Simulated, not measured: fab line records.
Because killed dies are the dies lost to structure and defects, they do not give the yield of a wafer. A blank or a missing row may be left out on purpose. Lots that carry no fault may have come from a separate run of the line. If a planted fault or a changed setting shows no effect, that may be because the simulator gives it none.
fab line records	flow n5Finfet
record: lots: 24	wafers: 72	lastDay: 18
route steps=1938 shown BEOL_M2@860
lots that met no fault: from a run of the same line without faults
startH: hours from the record's opening day to when the first of the lot's shown wafers began	waitH: hours elapsed since this lot's preceding step	" identical to the entry in the row above	L1.1+2: a row that stands for several wafers	- no value, or no start given	* or withheld: withheld	< > ~ a bound
route shown NAME@n: NAME is a module with steps in the file, n the number in the route of the first one	usual: the fault-free wafers' mean and standard deviation	same: alike in all rows	chamber/n: place in a boat	sites: readings site by site	_std_site: the standard deviation of these	_edge_site: outer sites' mean less inner sites'	radiusMm: for every site, how far away it sits from the centre of the wafer	mask NAME#n: copy n	behind: tool/chamber where the wafer was last shaped	hold: why the lot went on hold/how many hours it stayed there/how the hold came to an end	device: transistor that didn't switch, given as n, p or np	end of line: the route-end tests of the same wafers	a step with no rows: only its recipe	killed: the dies lost at the first sort to structure and to defects; this is not the yield of the wafer	map: per-die view of a wafer (x killed, . not killed, _ where there is no die)
set.NAME: the setting as run; set.NAME@STEP: as run at that earlier step	model.NAME: the simulator's own value behind a step, which no gauge read
steps of the route over a sample of lots; a table a step, a row a wafer
services: from which hour (startH, from the record's first day; less than 0 if before it) a tool's chamber was out of use, for how many hours, and why
== steps ==
step: N5_BEOL_M2_ETCH_64
recipe: chemistry: N2/H2	target: SOC	targetDepthA: 750	overetchA: 225	maskMaterial: SiARC	tempC: 40	timeS: 121.9	ionEnergyEv: 200	pressureMtorr: 30	sourceW: 840	biasW: 150	n2FlowSccm: 200	h2FlowSccm: 200
usual: drypumpMotorCurrentA: 5.8/0.48	oesProductAu: 0.57/0.054	rfVppV: 524.0/2.4	showerheadPlenumPTorr: 2.55/0.077	throttleValvePct: 17.97/0.27
lot.wafer	tool	chamber	startH	waitH	drypumpMotorCurrentA	oesProductAu	rfHoursCounterH	rfVppV	showerheadPlenumPTorr	throttleValvePct
L074.3	rieDiel-01	2	133.16	0.0	5.7	0.58	157	527.8	2.65	18.22
L074.4	"	3	"	"	5.8	0.58	155	526.0	2.54	17.87
L074.6	"	2	"	"	5.7	0.58	-	527.1	2.65	18.21
L075.1	rieDiel-02	0	146.99	0.0	5.3	0.56	180	522.9	2.54	18.33
L075.3	"	1	"	"	5.8	0.58	127	520.8	2.48	18.05
L075.5	"	0	"	"	5.3	0.56	-	524.4	2.54	18.33
L076.1	rieDiel-05	3	154.39	0.0	5.6	0.54	219	525.9	2.62	17.75
L076.4	"	1	"	"	4.7	0.53	197	526.1	2.62	18.29
L076.6	"	0	"	"	6.4	0.58	-	521.4	2.45	17.92
L077.3	rieDiel-05	1	161.17	0.0	4.8	0.53	200	525.3	2.62	18.27
L077.4	"	2	"	"	5.9	0.54	198	524.4	2.50	17.56
L077.6	"	3	"	"	5.6	0.52	-	528.1	2.62	17.74
L078.2	rieDiel-05	2	161.68	0.0	5.9	0.55	198	523.5	2.50	17.57
L078.3	"	3	"	"	5.6	0.53	222	526.5	2.62	17.75
L078.6	"	3	"	"	5.6	0.53	-	526.8	2.62	17.74
L080.4	rieDiel-01	1	169.02	0.0	6.6	0.52	247	527.1	2.64	17.76
L080.5	"	1	"	"	6.6	0.53	-	525.9	2.64	17.77
L080.6	"	2	"	"	5.7	0.58	-	527.4	2.64	18.24
L079.1	rieDiel-02	0	176.48	0.0	5.3	0.55	191	523.6	2.54	18.33
L079.4	"	1	"	"	5.9	0.57	137	522.0	2.47	18.05
L079.6	"	1	"	"	5.8	0.57	-	520.8	2.47	18.05
L081.3	rieDiel-01	2	181.36	0.0	5.7	0.58	175	525.7	2.64	18.23
L081.5	"	3	"	"	5.8	0.57	-	522.2	2.53	17.91
L081.6	"	0	"	"	6.3	0.52	-	519.5	2.41	18.24
L082.2	rieDiel-05	0	181.52	0.0	6.4	0.57	165	520.9	2.45	17.94
L082.4	"	2	"	"	5.9	0.55	205	521.9	2.49	17.57
L082.5	"	0	"	"	6.4	0.57	-	520.6	2.45	17.93
L083.1	rieDiel-02	2	195.37	0.0	5.7	0.60	103	523.0	2.58	17.90
L083.4	"	1	"	"	5.9	0.57	144	520.5	2.47	18.07
L083.6	"	0	"	"	5.3	0.55	-	523.0	2.54	18.36
L084.1	rieDiel-05	3	210.05	0.0	5.6	0.52	239	524.8	2.61	17.79
L084.4	"	2	"	"	5.9	0.54	-	522.4	2.49	17.58
L084.6	"	1	"	"	4.8	0.52	-	524.7	2.61	18.30
L085.1	rieDiel-05	2	212.40	0.0	5.9	0.54	215	524.4	2.49	17.59
L085.2	"	1	"	"	4.7	0.52	219	526.0	2.61	18.32
L085.3	"	0	"	"	6.4	0.57	173	520.3	2.45	17.95
L086.2	rieDiel-05	2	212.87	0.0	5.9	0.53	215	524.0	2.49	17.59
L086.3	"	0	"	"	6.4	0.57	173	519.5	2.45	17.94
L086.4	"	1	"	"	4.7	0.52	220	525.2	2.61	18.31
L087.1	rieDiel-02	1	215.30	0.0	5.9	0.56	152	520.2	2.47	18.07
L087.3	"	0	"	"	5.3	0.54	206	522.8	2.53	18.37
L087.5	"	1	"	"	5.9	0.56	-	520.2	2.47	18.09
L089.1	rieDiel-05	2	223.31	0.0	5.9	0.53	219	524.0	2.49	17.62
L089.5	"	0	"	"	6.4	0.58	-	521.4	2.44	17.94
L089.6	"	3	"	"	5.6	0.53	-	525.5	2.61	17.79
L088.1	rieDiel-01	2	223.62	0.0	5.7	0.56	197	526.6	2.63	18.27
L088.4	"	1	"	"	6.5	0.69	13	526.3	2.63	17.37
L088.5	"	2	"	"	5.7	0.57	-	526.2	2.63	18.27
L090.1	rieDiel-02	1	229.73	0.0	5.8	0.56	159	521.1	2.47	18.09
L090.3	"	1	"	"	5.9	0.56	-	520.5	2.47	18.11
L090.6	"	3	"	"	5.9	0.66	-	523.5	2.49	17.97
L091.1	rieDiel-05	1	242.53	0.0	4.7	0.52	228	527.0	2.61	18.33
L091.2	"	3	"	"	5.7	0.51	250	524.8	2.61	17.79
L091.4	"	0	"	"	6.4	0.57	182	521.1	2.44	17.96
L092.1	rieDiel-05	1	249.94	0.0	4.8	0.51	233	526.3	2.61	18.35
L092.2	"	0	"	"	6.4	0.57	187	521.5	2.44	17.97
L092.3	"	2	"	"	5.9	0.53	228	524.2	2.48	17.61
L093.1	rieDiel-02	0	250.91	0.0	5.3	0.54	218	521.9	2.53	18.39
L093.3	"	2	"	"	5.7	0.60	113	525.2	2.57	17.94
L093.4	"	0	"	"	5.3	0.54	-	522.6	2.53	18.40
L096.3	rieDiel-01	3	266.35	0.0	5.8	0.56	203	523.1	2.52	17.96
L096.5	"	1	"	"	6.6	0.66	-	526.9	2.62	17.42
L096.6	"	0	"	"	6.3	0.71	-	528.7	2.72	17.90
L094.3	rieDiel-01	2	268.45	0.0	5.7	0.56	214	526.2	2.63	18.29
L094.4	"	3	"	"	5.7	0.56	205	524.2	2.52	17.95
L094.6	"	1	"	"	6.5	0.66	-	525.9	2.62	17.40
L095.2	rieDiel-02	1	268.54	0.0	5.8	0.54	179	520.7	2.46	18.11
L095.5	"	2	"	"	5.8	0.59	-	525.2	2.57	17.93
L095.6	"	0	"	"	5.3	0.53	-	524.9	2.52	18.39
L097.2	rieDiel-01	3	280.37	0.0	5.8	0.55	210	525.4	2.52	17.94
L097.3	"	2	"	"	5.7	0.55	219	525.1	2.62	18.31
L097.5	"	2	"	"	5.7	0.56	-	526.8	2.62	18.31
step: N5_BEOL_M2_ANNEAL_80
recipe: tempC: 400	timeS: 240	ambient: vacuum
usual: heaterPowerW: 837/59	susceptor_temp_C_max: 400.9/0.44
lot.wafer	tool	chamber	startH	waitH	heaterPowerW	susceptor_temp_C_max
L074.3	pvdSputter-02	-	137.70	0.0	803	401.3
L074.4	"	-	"	"	918	400.8
L074.6	"	-	"	"	788	401.0
L075.1	pvdSputter-03	-	158.64	0.0	845	400.2
L075.3	"	-	"	"	908	400.7
L075.5	"	-	"	"	724	401.1
L076.1	pvdSputter-01	-	165.86	0.0	777	401.0
L076.4	"	-	"	"	766	400.8
L076.6	"	-	"	"	937	401.6
L077.3	pvdSputter-02	-	171.17	0.0	770	400.4
L077.4	"	-	"	"	860	401.2
L077.6	"	-	"	"	771	401.1
L078.2	pvdSputter-01	-	174.16	0.0	850	400.3
L078.3	"	-	"	"	762	400.8
L078.6	"	-	"	"	934	401.8
L079.1	pvdSputter-02	-	182.25	0.0	799	401.5
L079.4	"	-	"	"	907	400.7
L079.6	"	-	"	"	788	400.8
L080.4	pvdSputter-03	-	183.39	0.0	891	401.3
L080.5	"	-	"	"	873	400.5
L080.6	"	-	"	"	825	400.6
L082.2	pvdSputter-02	-	188.71	0.0	858	400.9
L082.4	"	-	"	"	760	401.1
L082.5	"	-	"	"	775	400.7
L081.3	pvdSputter-02	-	195.97	0.0	789	401.3
L081.5	"	-	"	"	855	401.3
L081.6	"	-	"	"	925	400.7
L083.1	pvdSputter-02	-	200.88	0.0	892	400.7
L083.4	"	-	"	"	777	400.9
L083.6	"	-	"	"	907	400.4
L084.1	pvdSputter-03	-	216.97	0.0	888	401.3
L084.4	"	-	"	"	734	401.3
L084.6	"	-	"	"	827	401.1
L085.1	pvdSputter-02	-	221.37	0.0	893	400.7
L085.2	"	-	"	"	791	401.3
L085.3	"	-	"	"	788	400.5
L087.1	pvdSputter-03	-	232.29	0.0	836	401.0
L087.3	"	-	"	"	901	401.8
L087.5	"	-	"	"	886	401.5
L086.2	pvdSputter-03	-	236.54	0.0	819	401.1
L086.3	"	-	"	"	746	401.0
L086.4	"	-	"	"	896	401.4
L090.1	pvdSputter-02	-	236.69	0.0	839	400.9
L090.3	"	-	"	"	909	400.7
L090.6	"	-	"	"	811	400.6
L089.1	pvdSputter-01	-	238.65	0.0	769	400.5
L089.5	"	-	"	"	766	401.2
L089.6	"	-	"	"	918	401.4
L088.1	pvdSputter-02	-	241.81	0.0	806	401.4
L088.4	"	-	"	"	895	400.6
L088.5	"	-	"	"	899	400.5
L091.1	pvdSputter-03	-	250.71	0.0	860	400.4
L091.2	"	-	"	"	817	400.8
L091.4	"	-	"	"	885	401.2
L092.1	pvdSputter-01	-	254.49	0.0	881	400.7
L092.2	"	-	"	"	885	400.8
L092.3	"	-	"	"	944	401.9
L093.1	pvdSputter-03	-	254.59	0.0	883	401.3
L093.3	"	-	"	"	837	400.7
L093.4	"	-	"	"	823	400.9
L096.3	pvdSputter-03	-	277.67	0.0	888	401.3
L096.5	"	-	"	"	858	400.6
L096.6	"	-	"	"	881	400.8
L094.3	pvdSputter-01	-	277.91	0.0	882	400.4
L094.4	"	-	"	"	787	401.0
L094.6	"	-	"	"	756	400.8
L095.2	pvdSputter-01	-	280.53	0.0	921	401.4
L095.5	"	-	"	"	888	400.5
L095.6	"	-	"	"	912	401.2
L097.2	pvdSputter-03	-	285.91	0.0	851	400.6
L097.3	"	-	"	"	730	401.6
L097.5	"	-	"	"	733	401.3
step: N5_BEOL_M2_ANNEAL_89
recipe: tempC: 400	timeS: 240	ambient: vacuum
usual: heaterPowerW: 837/59	susceptor_temp_C_max: 401.0/0.43
lot.wafer	tool	chamber	startH	waitH	heaterPowerW	susceptor_temp_C_max
L074.3	pvdSputter-02	-	138.36	0.0	796	401.0
L074.4	"	-	"	"	895	400.4
L074.6	"	-	"	"	770	401.6
L075.1	pvdSputter-03	-	159.35	0.0	836	400.5
L075.3	"	-	"	"	898	401.1
L075.5	"	-	"	"	738	400.9
L076.1	pvdSputter-01	-	166.52	0.0	765	400.5
L076.4	"	-	"	"	773	400.4
L076.6	"	-	"	"	943	401.9
L077.3	pvdSputter-02	-	171.83	0.0	789	400.8
L077.4	"	-	"	"	854	400.8
L077.6	"	-	"	"	777	401.6
L078.2	pvdSputter-01	-	174.82	0.0	879	400.4
L078.3	"	-	"	"	777	400.7
L078.6	"	-	"	"	907	401.0
L079.1	pvdSputter-02	-	182.91	0.0	792	401.5
L079.4	"	-	"	"	888	400.5
L079.6	"	-	"	"	793	400.6
L080.4	pvdSputter-03	-	184.05	0.0	868	401.2
L080.5	"	-	"	"	884	401.6
L080.6	"	-	"	"	848	400.8
L082.2	pvdSputter-02	-	189.37	0.0	873	400.9
L082.4	"	-	"	"	787	400.1
L082.5	"	-	"	"	788	400.5
L081.3	pvdSputter-02	-	196.63	0.0	759	401.1
L081.5	"	-	"	"	847	400.9
L081.6	"	-	"	"	891	401.0
L083.1	pvdSputter-02	-	201.54	0.0	893	400.8
L083.4	"	-	"	"	791	400.7
L083.6	"	-	"	"	915	400.1
L084.1	pvdSputter-03	-	217.63	0.0	882	401.8
L084.4	"	-	"	"	732	400.6
L084.6	"	-	"	"	816	401.0
L085.1	pvdSputter-02	-	222.03	0.0	909	400.5
L085.2	"	-	"	"	786	400.9
L085.3	"	-	"	"	801	400.6
L087.1	pvdSputter-03	-	232.95	0.0	820	401.3
L087.3	"	-	"	"	884	401.8
L087.5	"	-	"	"	904	401.4
L086.2	pvdSputter-03	-	237.20	0.0	849	400.7
L086.3	"	-	"	"	726	400.9
L086.4	"	-	"	"	885	401.3
L090.1	pvdSputter-02	-	237.35	0.0	848	400.9
L090.3	"	-	"	"	913	400.1
L090.6	"	-	"	"	801	400.2
L089.1	pvdSputter-01	-	239.31	0.0	777	400.8
L089.5	"	-	"	"	775	400.8
L089.6	"	-	"	"	940	401.7
L088.1	pvdSputter-02	-	242.47	0.0	807	401.6
L088.4	"	-	"	"	901	400.9
L088.5	"	-	"	"	913	401.2
L091.1	pvdSputter-03	-	251.37	0.0	860	401.0
L091.2	"	-	"	"	841	400.9
L091.4	"	-	"	"	890	401.3
L092.1	pvdSputter-01	-	255.15	0.0	884	400.5
L092.2	"	-	"	"	848	400.7
L092.3	"	-	"	"	930	402.0
L093.1	pvdSputter-03	-	255.25	0.0	879	401.2
L093.3	"	-	"	"	847	400.7
L093.4	"	-	"	"	844	401.0
L096.3	pvdSputter-03	-	278.33	0.0	902	400.8
L096.5	"	-	"	"	874	400.8
L096.6	"	-	"	"	885	401.0
L094.3	pvdSputter-01	-	278.57	0.0	885	400.4
L094.4	"	-	"	"	772	400.6
L094.6	"	-	"	"	774	400.7
L095.2	pvdSputter-01	-	281.19	0.0	922	401.6
L095.5	"	-	"	"	872	400.5
L095.6	"	-	"	"	909	401.1
L097.2	pvdSputter-03	-	286.57	0.0	839	400.5
L097.3	"	-	"	"	734	400.9
L097.5	"	-	"	"	708	401.2
step: N5_BEOL_M2_SPUTTER_94
recipe: material: Cu	targetThkA: 45	tempC: -20	chamberPressurePa: 0.07	powerW: withheld	timeS: 8.29
usual: chuckSensorTempC: -16.0/0.48	throttleValvePct: 29.8/0.88
lot.wafer	tool	chamber	startH	waitH	chuckSensorTempC	throttleValvePct
L074.3	pvdSputter-02	-	138.94	0.1	-16.5	30.8
L074.4	"	-	"	"	-16.4	29.9
L074.6	"	-	"	"	-16.5	30.9
L075.1	pvdSputter-03	-	159.98	0.1	-15.5	30.5
L075.3	"	-	"	"	-16.1	28.4
L075.5	"	-	"	"	-16.1	30.8
L076.1	pvdSputter-01	-	167.10	0.1	-15.5	29.9
L076.4	"	-	"	"	-15.3	29.9
L076.6	"	-	"	"	-15.5	27.9
L077.3	pvdSputter-02	-	172.41	0.1	-15.7	30.0
L077.4	"	-	"	"	-15.7	30.3
L077.6	"	-	"	"	-16.5	30.9
L078.2	pvdSputter-01	-	175.40	0.1	-15.9	30.3
L078.3	"	-	"	"	-15.5	30.1
L078.6	"	-	"	"	-15.5	28.1
L079.1	pvdSputter-02	-	183.49	0.1	-16.5	30.6
L079.4	"	-	"	"	-16.4	29.7
L079.6	"	-	"	"	-15.6	29.7
L080.4	pvdSputter-03	-	184.63	0.1	-16.2	28.6
L080.5	"	-	"	"	-16.2	28.5
L080.6	"	-	"	"	-16.9	29.0
L082.2	pvdSputter-02	-	189.95	0.1	-15.6	30.3
L082.4	"	-	"	"	-15.7	29.5
L082.5	"	-	"	"	-15.8	29.4
L081.3	pvdSputter-02	-	197.21	0.1	-16.5	30.9
L081.5	"	-	"	"	-15.7	30.1
L081.6	"	-	"	"	-16.5	29.6
L083.1	pvdSputter-02	-	202.12	0.1	-16.5	29.8
L083.4	"	-	"	"	-15.6	29.5
L083.6	"	-	"	"	-16.3	29.9
L084.1	pvdSputter-03	-	218.21	0.1	-16.2	28.7
L084.4	"	-	"	"	-16.2	30.7
L084.6	"	-	"	"	-16.8	29.2
L085.1	pvdSputter-02	-	222.61	0.1	-16.5	29.8
L085.2	"	-	"	"	-16.4	30.6
L085.3	"	-	"	"	-15.8	29.3
L087.1	pvdSputter-03	-	233.53	0.1	-16.9	29.2
L087.3	"	-	"	"	-16.1	28.3
L087.5	"	-	"	"	-16.1	28.3
L086.2	pvdSputter-03	-	237.78	0.1	-16.8	29.3
L086.3	"	-	"	"	-16.1	30.8
L086.4	"	-	"	"	-16.1	28.7
L090.1	pvdSputter-02	-	237.93	0.1	-15.6	30.3
L090.3	"	-	"	"	-16.5	29.7
L090.6	"	-	"	"	-15.7	29.6
L089.1	pvdSputter-01	-	239.89	0.1	-15.4	29.8
L089.5	"	-	"	"	-15.2	30.0
L089.6	"	-	"	"	-15.5	28.3
L088.1	pvdSputter-02	-	243.05	0.1	-16.6	30.8
L088.4	"	-	"	"	-16.3	29.4
L088.5	"	-	"	"	-16.4	29.8
L091.1	pvdSputter-03	-	251.95	0.1	-15.6	30.7
L091.2	"	-	"	"	-16.9	29.3
L091.4	"	-	"	"	-16.1	28.7
L092.1	pvdSputter-01	-	255.73	0.1	-16.6	29.1
L092.2	"	-	"	"	-15.5	30.4
L092.3	"	-	"	"	-15.5	28.4
L093.1	pvdSputter-03	-	255.83	0.1	-16.1	28.5
L093.3	"	-	"	"	-15.8	30.7
L093.4	"	-	"	"	-16.9	29.2
L096.3	pvdSputter-03	-	278.91	0.1	-16.3	28.4
L096.5	"	-	"	"	-15.6	30.8
L096.6	"	-	"	"	-16.2	28.7
L094.3	pvdSputter-01	-	279.15	0.1	-16.7	29.0
L094.4	"	-	"	"	-15.4	30.2
L094.6	"	-	"	"	-15.4	30.2
L095.2	pvdSputter-01	-	281.77	0.1	-15.4	28.3
L095.5	"	-	"	"	-16.9	29.0
L095.6	"	-	"	"	-15.6	28.2
L097.2	pvdSputter-03	-	287.15	0.1	-15.6	30.7
L097.3	"	-	"	"	-16.0	31.0
L097.5	"	-	"	"	-16.2	30.9
step: N5_BEOL_M2_ANNEAL_95
recipe: tempC: 400	timeS: 240	ambient: vacuum
usual: heaterPowerW: 840/61	susceptor_temp_C_max: 401.0/0.46
lot.wafer	tool	chamber	startH	waitH	heaterPowerW	susceptor_temp_C_max
L074.3	pvdSputter-02	-	139.02	0.0	804	401.2
L074.4	"	-	"	"	917	400.7
L074.6	"	-	"	"	800	401.4
L075.1	pvdSputter-03	-	160.07	0.0	851	400.3
L075.3	"	-	"	"	884	401.4
L075.5	"	-	"	"	715	400.7
L076.1	pvdSputter-01	-	167.18	0.0	773	401.2
L076.4	"	-	"	"	782	400.9
L076.6	"	-	"	"	945	402.1
L077.3	pvdSputter-02	-	172.49	0.0	794	400.6
L077.4	"	-	"	"	863	400.4
L077.6	"	-	"	"	780	401.5
L078.2	pvdSputter-01	-	175.48	0.0	898	400.8
L078.3	"	-	"	"	786	401.3
L078.6	"	-	"	"	938	401.3
L079.1	pvdSputter-02	-	183.57	0.0	805	401.5
L079.4	"	-	"	"	902	400.8
L079.6	"	-	"	"	773	400.7
L080.4	pvdSputter-03	-	184.71	0.0	880	401.4
L080.5	"	-	"	"	888	401.0
L080.6	"	-	"	"	830	401.2
L082.2	pvdSputter-02	-	190.03	0.0	866	401.0
L082.4	"	-	"	"	784	400.8
L082.5	"	-	"	"	805	400.7
L081.3	pvdSputter-02	-	197.29	0.0	779	401.6
L081.5	"	-	"	"	866	401.3
L081.6	"	-	"	"	903	400.6
L083.1	pvdSputter-02	-	202.20	0.0	931	400.7
L083.4	"	-	"	"	773	400.4
L083.6	"	-	"	"	926	400.6
L084.1	pvdSputter-03	-	218.29	0.0	918	401.7
L084.4	"	-	"	"	727	400.9
L084.6	"	-	"	"	847	401.2
L085.1	pvdSputter-02	-	222.69	0.0	907	401.1
L085.2	"	-	"	"	824	401.2
L085.3	"	-	"	"	772	400.3
L087.1	pvdSputter-03	-	233.61	0.0	838	401.3
L087.3	"	-	"	"	896	402.2
L087.5	"	-	"	"	888	401.7
L086.2	pvdSputter-03	-	237.86	0.0	828	401.5
L086.3	"	-	"	"	747	401.3
L086.4	"	-	"	"	895	402.1
L090.1	pvdSputter-02	-	238.01	0.0	878	400.7
L090.3	"	-	"	"	916	400.7
L090.6	"	-	"	"	771	400.7
L089.1	pvdSputter-01	-	239.97	0.0	758	401.6
L089.5	"	-	"	"	781	401.3
L089.6	"	-	"	"	934	401.5
L088.1	pvdSputter-02	-	243.13	0.0	798	400.9
L088.4	"	-	"	"	915	401.5
L088.5	"	-	"	"	926	401.3
L091.1	pvdSputter-03	-	252.03	0.0	839	400.6
L091.2	"	-	"	"	825	401.0
L091.4	"	-	"	"	877	401.8
L092.1	pvdSputter-01	-	255.81	0.0	866	400.3
L092.2	"	-	"	"	890	400.3
L092.3	"	-	"	"	933	401.9
L093.1	pvdSputter-03	-	255.91	0.0	906	400.7
L093.3	"	-	"	"	853	400.2
L093.4	"	-	"	"	818	400.9
L096.3	pvdSputter-03	-	278.99	0.0	888	401.1
L096.5	"	-	"	"	839	400.6
L096.6	"	-	"	"	904	400.8
L094.3	pvdSputter-01	-	279.23	0.0	874	400.4
L094.4	"	-	"	"	757	400.3
L094.6	"	-	"	"	773	400.3
L095.2	pvdSputter-01	-	281.85	0.0	927	401.4
L095.5	"	-	"	"	873	400.6
L095.6	"	-	"	"	941	401.6
L097.2	pvdSputter-03	-	287.23	0.0	849	400.1
L097.3	"	-	"	"	739	401.2
L097.5	"	-	"	"	729	401.8
step: N5_BEOL_M2_THK_MEAS_53
recipe: thkMeasGauge: xrf	reads: Cu_of_BEOL_M2_ECD_50
usual: M2_THK: 39.1/1.7
lot.wafer	tool	chamber	startH	waitH	M2_THK[nm]
L074.3	filmMetro-01	-	140.56	-	36.9
L074.4	"	-	"	"	39.8
L074.6	"	-	"	"	38.8
L075.1	filmMetro-02	-	161.01	-	40.8
L075.3	"	-	"	"	37.2
L075.5	"	-	"	"	42.2
L076.1	filmMetro-02	-	168.10	-	40.9
L076.4	"	-	"	"	39.6
L076.6	"	-	"	"	41.3
L077.3	filmMetro-01	-	173.47	-	38.8
L077.4	"	-	"	"	36.5
L077.6	"	-	"	"	40.6
L078.2	filmMetro-01	-	176.41	-	40.3
L078.3	"	-	"	"	38.0
L078.6	"	-	"	"	37.1
L079.1	filmMetro-01	-	184.50	-	39.2
L079.4	"	-	"	"	38.7
L079.6	"	-	"	"	39.0
L080.4	filmMetro-02	-	185.64	-	40.1
L080.5	"	-	"	"	41.1
L080.6	"	-	"	"	40.1
L082.2	filmMetro-01	-	190.96	-	37.6
L082.4	"	-	"	"	39.1
L082.5	"	-	"	"	41.6
L081.3	filmMetro-01	-	198.22	-	38.7
L081.5	"	-	"	"	38.1
L081.6	"	-	"	"	39.5
L083.1	filmMetro-01	-	203.13	-	37.3
L083.4	"	-	"	"	37.7
L083.6	"	-	"	"	36.3
L084.1	filmMetro-01	-	219.21	-	40.3
L084.4	"	-	"	"	42.1
L084.6	"	-	"	"	41.3
L085.1	filmMetro-02	-	224.49	-	38.6
L085.2	"	-	"	"	37.3
L085.3	"	-	"	"	37.1
L087.1	filmMetro-02	-	234.77	-	39.4
L087.3	"	-	"	"	38.3
L087.5	"	-	"	"	41.8
L086.2	filmMetro-01	-	238.78	-	41.0
L086.3	"	-	"	"	38.1
L086.4	"	-	"	"	40.0
L090.1	filmMetro-02	-	238.94	-	38.5
L090.3	"	-	"	"	36.7
L090.6	"	-	"	"	38.1
L089.1	filmMetro-02	-	241.21	-	38.1
L089.5	"	-	"	"	38.0
L089.6	"	-	"	"	38.0
L088.1	filmMetro-01	-	244.10	-	37.0
L088.4	"	-	"	"	36.2
L088.5	"	-	"	"	37.6
L091.1	filmMetro-01	-	252.96	-	36.2
L091.2	"	-	"	"	40.2
L091.4	"	-	"	"	40.8
L092.1	filmMetro-02	-	256.74	-	36.9
L092.2	"	-	"	"	37.2
L092.3	"	-	"	"	39.6
L093.1	filmMetro-02	-	256.84	-	39.0
L093.3	"	-	"	"	42.6
L093.4	"	-	"	"	37.9
L096.3	filmMetro-01	-	279.92	-	38.4
L096.5	"	-	"	"	40.4
L096.6	"	-	"	"	40.2
L094.3	filmMetro-01	-	280.17	-	40.2
L094.4	"	-	"	"	38.4
L094.6	"	-	"	"	39.2
L095.2	filmMetro-02	-	282.78	-	43.1
L095.5	"	-	"	"	40.3
L095.6	"	-	"	"	38.1
L097.2	filmMetro-01	-	288.42	-	39.5
L097.3	"	-	"	"	40.9
L097.5	"	-	"	"	38.0
== services ==
tool	chamber	startH	hours	kind
pvdSputter-01	-	112.07	4.3	repair
rieDiel-05	3	132.65	7.5	repair
pvdSputter-02	-	134.70	2.2	repair
rieDiel-01	1	135.00	12.9	repair
pvdSputter-01	-	138.71	1.8	repair
rieDiel-01	1	177.02	-	clean
rieDiel-01	1	177.02	-	consumableReplace:esc
rieDiel-01	1	177.02	-	consumableReplace:focusRing
rieDiel-02	-	195.71	3.6	repair
rieDiel-01	0	199.26	-	clean
rieDiel-01	0	199.26	-	consumableReplace:focusRing
rieDiel-01	0	199.26	-	consumableReplace:showerhead
rieDiel-01	0	199.26	18.1	scheduledDown
rieDiel-01	0	199.26	18.1	ventCycle
rieDiel-05	0	203.48	8.1	repair
rieDiel-02	2	205.00	27.5	repair
rieDiel-02	0	226.35	10.5	repair
rieDiel-02	3	241.86	46.0	repair
rieDiel-05	3	243.39	-	clean
rieDiel-05	3	243.39	-	consumableReplace:focusRing
rieDiel-05	3	243.39	13.8	scheduledDown
rieDiel-05	3	243.39	13.8	ventCycle
rieDiel-05	-	266.00	4.0	pm
== key ==
fault none
